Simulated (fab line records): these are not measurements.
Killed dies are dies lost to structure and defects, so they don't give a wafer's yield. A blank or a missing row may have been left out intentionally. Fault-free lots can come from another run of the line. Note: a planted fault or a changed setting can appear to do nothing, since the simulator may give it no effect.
A struck lot beside a sound one || flow nand harc || 14 out of 1302 route steps
Sound: these wafers, L918.2, L918.5, L918.6. Struck: wafers L932.1, L932.3, L932.4. At the end, the cause is stated.
Per side, at each step with rows, come the tool, then ch with its chambers, and then its first start. Under that, the readings that differ: sound wafers || struck wafers || difference of the means || sigmas: that difference in standard deviations of wafers without a fault.
alike: a reading whose means differ by less than 2 such deviations, as well as words and numbers matching on both sides. not compared: withheld readings; readings where some wafer has no value; bounds like >300 that might hide an equal value; numbers whose values overlap and for which the record gives no deviation.
The two part at a step that has a row with sigmas, a row that says differs or no value, or rows on one side only. Numbers that have no deviation but don't overlap get no sigmas and don't part them. A reading that every wafer of one side lacks parts them only if that side has two wafers or more.

first, 9 steps without rows for these wafers: NHARC_A_STAIRCASE_DEHYDRATE_209 (time 120 s); NHARC_A_STAIRCASE_HMDS_210 (time 30 s); NHARC_A_STAIRCASE_COAT_211; NHARC_A_STAIRCASE_SOFTBAKE_212 (time 170 s); NHARC_A_STAIRCASE_EBR_213; NHARC_A_STAIRCASE_EXPOSE_214 (exposes mask STAIR 3); NHARC_A_STAIRCASE_PEB_215 (peb time 130 s); NHARC_A_STAIRCASE_DEVELOP_216 (time 140 s); NHARC_A_STAIRCASE_HARDBAKE_218 (time 140 s).
NHARC_A_STAIRCASE_DESCUM_219: chemistry O2, time 3 s.
  sound on rie diel-07 ch 1,3, day 16 18:34; struck on rie diel-07 ch 1,2,3, day 22 21:14
  alike: drypump motor current A, oes product au, rf vpp V, showerhead plenum p Torr, throttle valve pct
  not compared: rf hours counter h
NHARC_A_STAIRCASE_TRIM_220: chemistry O2, time 211.2 s.
  sound on rie diel-07 ch 1,2,3, day 16 18:40; struck on rie diel-07 ch 0,2,3, day 22 21:19
  alike: drypump motor current A, oes product au, rf vpp V, showerhead plenum p Torr, throttle valve pct
  not compared: rf hours counter h
NHARC_A_STAIRCASE_ETCH_221: etches the open film in C4F8/O2, target depth 100 nm, time 40.5 s.
  sound on rie diel-07 ch 1,2,3, day 16 18:51; struck on rie diel-07 ch 0,2,3, day 22 21:28
{"reading": "oes product au (a.u.)", "sound": "0.940 0.943 0.962", "struck": "1.131 1.099 1.102", "difference": "+0.162", "sigmas": "+8"}
  alike: rf fwd power W, rf vpp V
  not compared: rf hours counter h
NHARC_A_STAIRCASE_TRIM_222: chemistry O2, time 211.2 s.
  sound: rie diel-07 ch 1,2; struck: rie diel-07 ch 0,1,3
  alike: drypump motor current A, oes product au, rf vpp V, showerhead plenum p Torr, throttle valve pct
  not compared: rf hours counter h
-- record jumps: 8 days between struck wafers' starts before vs after; left off in module A_STAIRCASE, resumes in module END, first step shown is number 1302 of the route --
NHARC_END_SORT_01:
  only the struck wafers appear in the record here, on prober-02 ch 0 at day 31 01:38; the sound ones have no rows

== WHERE THEY PART ==
Earliest at NHARC_A_STAIRCASE_ETCH_221; latest, in this record, at NHARC_END_SORT_01.

WHY: what the simulator had put in
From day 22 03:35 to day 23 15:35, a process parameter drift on rie diel-07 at NHARC_A_STAIRCASE_ETCH_221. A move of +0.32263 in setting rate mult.
